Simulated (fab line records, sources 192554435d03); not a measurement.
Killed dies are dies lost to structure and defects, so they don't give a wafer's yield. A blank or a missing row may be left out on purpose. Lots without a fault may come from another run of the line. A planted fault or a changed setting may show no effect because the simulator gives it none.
Chamber matching | flow n5_finfet | N5_BEOL_M7_CURE_75 on uv_cure-01: 3 sister chambers
The step cures SiCOH lowk, time 120 s. 18 wafers are shown with their chamber, then 9 later ones without.

WAFERS WITH THEIR CHAMBER
wafer  | chamber | wafer_temp_C_max | lamp_power_pct (%)
L078.3 | 2       | 372.3            | 52.33
L078.4 | 2       | 371.6            | 52.40
L078.5 | 2       | 371.9            | 52.31
L080.2 | 1       | 370.8            | 52.37
L080.5 | 1       | 372.5            | 52.28
L080.6 | 1       | 371.4            | 52.37
L081.1 | 0       | 372.1            | 52.22
L081.3 | 0       | 372.1            | 52.30
L081.4 | 0       | 371.8            | 52.27
L081.2 | 0       | 372.0            | 52.30
L081.5 | 0       | 372.5            | 52.27
L081.6 | 0       | 371.9            | 52.32
L087.1 | 2       | 372.2            | 52.33
L087.5 | 2       | 371.7            | 52.42
L087.6 | 2       | 372.1            | 52.22
L089.1 | 0       | 371.5            | 52.39
L089.4 | 0       | 372.3            | 52.27
L089.5 | 0       | 371.6            | 52.38

SIGNATURES (means of the wafers above)
reading          | chamber 0 | chamber 1 | chamber 2 | scatter within a chamber
wafer_temp_C_max | 371.978   | 371.567   | 371.967   | 0.424
lamp_power_pct   | 52.3022   | 52.3400   | 52.3350   | 0.0604
Rule: a wafer's distance from a chamber is the root of the sum, over the readings, of the square of ((its reading less the chamber's mean) divided by the reading's scatter). The wafer belongs to the nearest chamber; if the next one is less than 2 further off, it can't be placed. The scatter: the root of (the sum of the squares of (reading less its chamber's mean) over the shown wafers, divided by (wafers less chambers)).

WAFERS WITHOUT THEIR CHAMBER
wafer  | wafer_temp_C_max | lamp_power_pct (%)
L090.2 | 371.4            | 52.27
L090.3 | 371.7            | 52.30
L090.5 | 371.2            | 52.25
L093.3 | 371.3            | 52.44
L093.5 | 371.8            | 52.31
L093.6 | 371.9            | 52.19
L094.2 | 371.7            | 52.35
L094.3 | 372.0            | 52.34
L094.5 | 371.6            | 52.27

WHICH CHAMBER EACH WENT THROUGH
wafer  | from the rows above          | in truth
L090.2 | can't be placed: 1 or 0 or 2 | 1
L090.3 | can't be placed: 0 or 1 or 2 | 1
L090.5 | can't be placed: 1 or 0 or 2 | 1
L093.3 | can't be placed: 1 or 2 or 0 | 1
L093.5 | can't be placed: 0 or 2 or 1 | 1
L093.6 | can't be placed: 0 or 2 or 1 | 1
L094.2 | can't be placed: 1 or 2 or 0 | 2
L094.3 | can't be placed: 2 or 0 or 1 | 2
L094.5 | can't be placed: 0 or 1 or 2 | 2
Placed correctly: 0 of 9. Can't be placed from these rows: 9 (the true chamber is among the candidates in 9). Placed wrongly: 0.
